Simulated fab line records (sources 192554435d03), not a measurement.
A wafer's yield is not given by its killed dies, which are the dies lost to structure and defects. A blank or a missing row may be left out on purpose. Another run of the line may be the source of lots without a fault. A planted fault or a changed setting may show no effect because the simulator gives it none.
Chamber matching | flow n5_finfet | N5_BEOL_M3_ALD_98 on ald_sin-02: 4 sister chambers
The step deposits SiO2, target thk 2.5 nm, pulse time 1 s, co reactant pulse time 1 s. 7 wafers are shown with their chamber, then 7 later ones without.

## WAFERS PAIRED WITH THEIR CHAMBERS
wafer  | chamber | heater_power_w (W) | precursor_pulse_height_rel
L077.5 | 3       | 77                 | 0.989
L086.5 | 0       | 92                 | 1.006
L087.3 | 2       | 87                 | 0.983
L087.5 | 1       | 79                 | 0.986
L087.6 | 0       | 92                 | 0.952
L090.2 | 2       | 86                 | 1.019
L090.3 | 3       | 76                 | 0.992

## WAFERS WHOSE CHAMBER IS MISSING
wafer  | heater_power_w (W) | precursor_pulse_height_rel
L090.4 | 89                 | 0.995
L095.2 | 76                 | 0.982
L095.3 | 87                 | 1.016
L095.5 | 87                 | 0.966
L097.1 | 78                 | 1.028
L097.2 | 86                 | 0.992
L097.3 | 89                 | 1.017

## EACH ONE'S CHAMBER
wafer  | from the rows above     | in truth
L090.4 | can't be placed: 2 or 0 | 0
L095.2 | 3                       | 3
L095.3 | 2                       | 2
L095.5 | 2                       | 2
L097.1 | can't be placed: 1 or 3 | 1
L097.2 | 2                       | 2
L097.3 | can't be placed: 2 or 0 | 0
4 of 7 placed correctly. Not placeable from these rows: 3 (in 3, the candidates include the true chamber). Number placed wrongly: 0.
How it was worked out, from the rows above alone: a wafer's distance from a chamber is the root of the sum, over the readings, of the square of ((its reading less the chamber's mean) divided by the reading's scatter). If the next closest chamber is less than 2 further off than the closest, the wafer can't be placed; otherwise it belongs to the closest. For every chamber, the mean is computed from those of its wafers that are shown. The scatter: take each reading less its chamber's mean, square it, sum over the shown wafers, divide by the number of wafers less the number of chambers, and take the root.
